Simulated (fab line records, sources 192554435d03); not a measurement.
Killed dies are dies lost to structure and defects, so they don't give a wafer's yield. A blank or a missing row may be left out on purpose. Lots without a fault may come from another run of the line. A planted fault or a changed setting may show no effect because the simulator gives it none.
Which tool did it? | flow n5_finfet | 11 lots, 32 wafers sampled, at 5 steps of a route of 1938

WHAT THE GAUGES READ, wafer by wafer
The record holds no reading of a measuring or inspecting step that can be judged against a usual standard deviation.

WHICH TOOL RAN EACH LOT (tool, then ch and the chambers of the sampled wafers, then the start)
lot  | N5_BEOL_M5_STRIP_91                           | N5_BEOL_M5_CVD_47                | N5_BEOL_M5_ANNEAL_82         | N5_BEOL_M5_SPUTTER_88        | N5_PASSIVATION_PROBE_49
L933 | rie_diel-06 ch 2,3, day 8 03:06 or earlier    | cvd_co-02 ch 1,2, day 8 03:06    | pvd_sputter-03, day 8 05:47  | pvd_sputter-03, day 8 07:53  | -
L937 | rie_diel-06 ch 1,2,3, day 9 02:31 or earlier  | cvd_co-02 ch 0,1, day 9 02:31    | pvd_sputter-03, day 9 03:50  | pvd_sputter-03, day 9 05:55  | -
L938 | rie_diel-04 ch 2,3, day 9 09:58 or earlier    | cvd_co-02 ch 1, day 9 09:58      | pvd_sputter-01, day 9 11:20  | pvd_sputter-01, day 9 13:26  | -
L947 | rie_diel-05 ch 0,1,3, day 11 11:59 or earlier | cvd_co-01 ch 0,1,2, day 11 11:59 | pvd_sputter-02, day 11 13:24 | pvd_sputter-02, day 11 23:35 | -
L948 | rie_diel-05 ch 0,3, day 11 19:49 or earlier   | cvd_co-01 ch 0,1, day 11 19:49   | pvd_sputter-03, day 11 21:08 | pvd_sputter-03, day 11 23:14 | -
L952 | rie_diel-04 ch 0,2,3, day 12 18:38 or earlier | cvd_co-02 ch 0,2, day 12 18:38   | pvd_sputter-03, day 12 20:02 | pvd_sputter-03, day 12 22:07 | prober-02, day 16 10:05
L951 | rie_diel-06 ch 0,2,3, day 13 01:14 or earlier | cvd_co-01 ch 0,1,2, day 13 01:14 | pvd_sputter-01, day 13 02:36 | pvd_sputter-01, day 13 04:41 | prober-01, day 16 19:53
L953 | rie_diel-06 ch 0,2,3, day 13 04:43 or earlier | cvd_co-02 ch 1,2, day 13 04:43   | pvd_sputter-02, day 13 06:22 | pvd_sputter-02, day 13 08:28 | -
L954 | rie_diel-04 ch 0,3, day 13 20:50 or earlier   | cvd_co-02 ch 0,1,2, day 13 20:50 | pvd_sputter-01, day 13 22:11 | pvd_sputter-01, day 14 00:16 | -
L955 | rie_diel-04 ch 0,2,3, day 14 10:22 or earlier | cvd_co-02 ch 0,1,2, day 14 10:22 | pvd_sputter-02, day 14 11:44 | pvd_sputter-02, day 14 13:49 | -
L956 | rie_diel-05 ch 0,1,2, day 14 10:33 or earlier | cvd_co-02 ch 0,1, day 14 10:33   | pvd_sputter-03, day 14 11:53 | pvd_sputter-03, day 14 13:59 | -
- N5_BEOL_M5_STRIP_91: strips in N2/H2, time 10 s.
- N5_BEOL_M5_CVD_47: deposits Co from CCTBA/H2, target thk 3 nm, time 216 s.
- N5_BEOL_M5_ANNEAL_82: time 1800 s.
- N5_BEOL_M5_SPUTTER_88: material Cu, target thk 15 nm, time 27.62 s.
- N5_PASSIVATION_PROBE_49

WHAT THE TOOLS THEMSELVES READ (means of the sampled wafers that have a number; where no wafer has one, the mark that the record gives instead)
N5_BEOL_M5_STRIP_91. Usual: drypump_motor_current_A 5.7 A, standard deviation 0.4; oes_product_au 0.77 a.u., standard deviation 0.082; rf_vpp_V 59.1 V, standard deviation 0.96; showerhead_plenum_p_Torr 2.54 Torr, standard deviation 0.08; temp_c 40.02 C, standard deviation 0.12; throttle_valve_pct 23.61 %, standard deviation 0.28.
lot  | tool        | drypump_motor_current_A (A) | oes_product_au (a.u.) | rf_vpp_V (V) | showerhead_plenum_p_Torr (Torr) | temp_c (C) | throttle_valve_pct (%) | flag
L933 | rie_diel-06 | 5.7                         | 0.72                  | 59.6         | 2.63                            | 39.97      | 23.41                  |
L937 | rie_diel-06 | 5.7                         | 0.74                  | 58.6         | 2.56                            | 40.06      | 23.43                  |
L938 | rie_diel-04 | 5.8                         | 0.88                  | 58.1         | 2.51                            | 40.09      | 23.86                  |
L947 | rie_diel-05 | 5.7                         | 0.74                  | 58.8         | 2.49                            | 39.99      | 23.75                  |
L948 | rie_diel-05 | 5.9                         | 0.73                  | 59.7         | 2.56                            | 39.96      | 23.82                  |
L952 | rie_diel-04 | 5.7                         | 0.81                  | 58.7         | 2.49                            | 40.00      | 23.83                  |
L951 | rie_diel-06 | 5.6                         | 0.79                  | 59.0         | 2.62                            | 40.12      | 23.37                  |
L953 | rie_diel-06 | 5.6                         | 0.78                  | 58.8         | 2.61                            | 39.91      | 23.37                  |
L954 | rie_diel-04 | 5.3                         | 0.77                  | 58.8         | 2.51                            | 40.06      | 23.95                  |
L955 | rie_diel-04 | 5.8                         | 0.81                  | 58.2         | 2.48                            | 40.10      | 23.85                  |
L956 | rie_diel-05 | 5.5                         | 0.73                  | 59.5         | 2.52                            | 39.96      | 23.77                  |

N5_BEOL_M5_CVD_47. Usual: run_length_s 239.3 s, standard deviation 0.41.
lot  | tool      | run_length_s (s) | flag
L933 | cvd_co-02 | 239.2            |
L937 | cvd_co-02 | 288.1            | OFF
L938 | cvd_co-02 | 313.1            | OFF
L947 | cvd_co-01 | 239.1            |
L948 | cvd_co-01 | 239.4            |
L952 | cvd_co-02 | 239.0            |
L951 | cvd_co-01 | 239.2            |
L953 | cvd_co-02 | 239.5            |
L954 | cvd_co-02 | 239.3            |
L955 | cvd_co-02 | 239.3            |
L956 | cvd_co-02 | 239.1            |

N5_BEOL_M5_ANNEAL_82. Usual: heater_power_w 827 W, standard deviation 96.
lot  | tool           | heater_power_w (W) | flag
L933 | pvd_sputter-03 | 765                |
L937 | pvd_sputter-03 | 864                |
L938 | pvd_sputter-01 | 788                |
L947 | pvd_sputter-02 | 878                |
L948 | pvd_sputter-03 | 799                |
L952 | pvd_sputter-03 | 776                |
L951 | pvd_sputter-01 | 808                |
L953 | pvd_sputter-02 | 869                |
L954 | pvd_sputter-01 | 836                |
L955 | pvd_sputter-02 | 871                |
L956 | pvd_sputter-03 | 834                |

N5_BEOL_M5_SPUTTER_88. Usual: throttle_valve_pct 30.8 %, standard deviation 0.72.
lot  | tool           | throttle_valve_pct (%) | flag
L933 | pvd_sputter-03 | 30.2                   |
L937 | pvd_sputter-03 | 30.7                   |
L938 | pvd_sputter-01 | 30.6                   |
L947 | pvd_sputter-02 | 31.7                   |
L948 | pvd_sputter-03 | 30.0                   |
L952 | pvd_sputter-03 | 30.2                   |
L951 | pvd_sputter-01 | 31.5                   |
L953 | pvd_sputter-02 | 31.5                   |
L954 | pvd_sputter-01 | 31.2                   |
L955 | pvd_sputter-02 | 31.5                   |
L956 | pvd_sputter-03 | 29.9                   |

N5_PASSIVATION_PROBE_49. Usual: defect_limited_yield 91.4 %, standard deviation 1.5; killed_at_M0_to_M3 31, standard deviation 11; killed_at_M4_up 13, standard deviation 5.5; killed_at_contacts 13, standard deviation 6.3; killed_at_front_end 40, standard deviation 13; killed_at_other 3.3, standard deviation 2.6; killed_dies 101, standard deviation 18; killed_on_rim 13, standard deviation 4; killed_open 67, standard deviation 13; killed_short 33, standard deviation 7.9; sort_bin_5_function 5.1 %, standard deviation 1; sort_bin_6_memory 3.2 %, standard deviation 0.68; sort_n_pass 1079, standard deviation 18; sort_yield_pct 91.4 %, standard deviation 1.5.
lot  | tool      | defect_limited_yield (%) | killed_at_M0_to_M3 | killed_at_M4_up | killed_at_contacts | killed_at_front_end | killed_at_other | killed_dies | killed_on_rim | killed_open | killed_short | sort_bin_5_function (%) | sort_bin_6_memory (%) | sort_n_pass | sort_yield_pct (%) | flag
L952 | prober-02 | 92.8                     | 21                 | 17              | 12                 | 34                  | 1.7             | 86          | 9             | 58          | 27           | 4.3                     | 2.8                   | 1094        | 92.8               |
L951 | prober-01 | 91.5                     | 28                 | 8               | 9                  | 50                  | 5.3             | 101         | 11            | 64          | 34           | 5.1                     | 3.2                   | 1079        | 91.5               |

THE ANSWER, worked out from the rows above alone
Rule: a lot is off if the mean of its wafers that have a number lies more than 3 standard deviations from the usual mean. A lot without any number at a reading at which 4 lots or more have one is off too. The other lots that the step has rows for count as sound. The gauges are gone through in route order, then the tools' own readings, and for those a lot's mean is taken as printed above. The first step at which some lot is off is used, and at that step the reading that is off furthest; a lot without a number counts as furthest.
Off: L937, L938, at N5_BEOL_M5_CVD_47 (run_length_s).
A tool fits if, at that step or a process step before it, it ran every lot that is off, and no sound lot after the first of them. N5_BEOL_M5_STRIP_91 gives no start for some lots, so the hours and the order of its lots are those of N5_BEOL_M5_CVD_47. None of those tried fits.

WHAT THE SIMULATOR HAD PUT IN
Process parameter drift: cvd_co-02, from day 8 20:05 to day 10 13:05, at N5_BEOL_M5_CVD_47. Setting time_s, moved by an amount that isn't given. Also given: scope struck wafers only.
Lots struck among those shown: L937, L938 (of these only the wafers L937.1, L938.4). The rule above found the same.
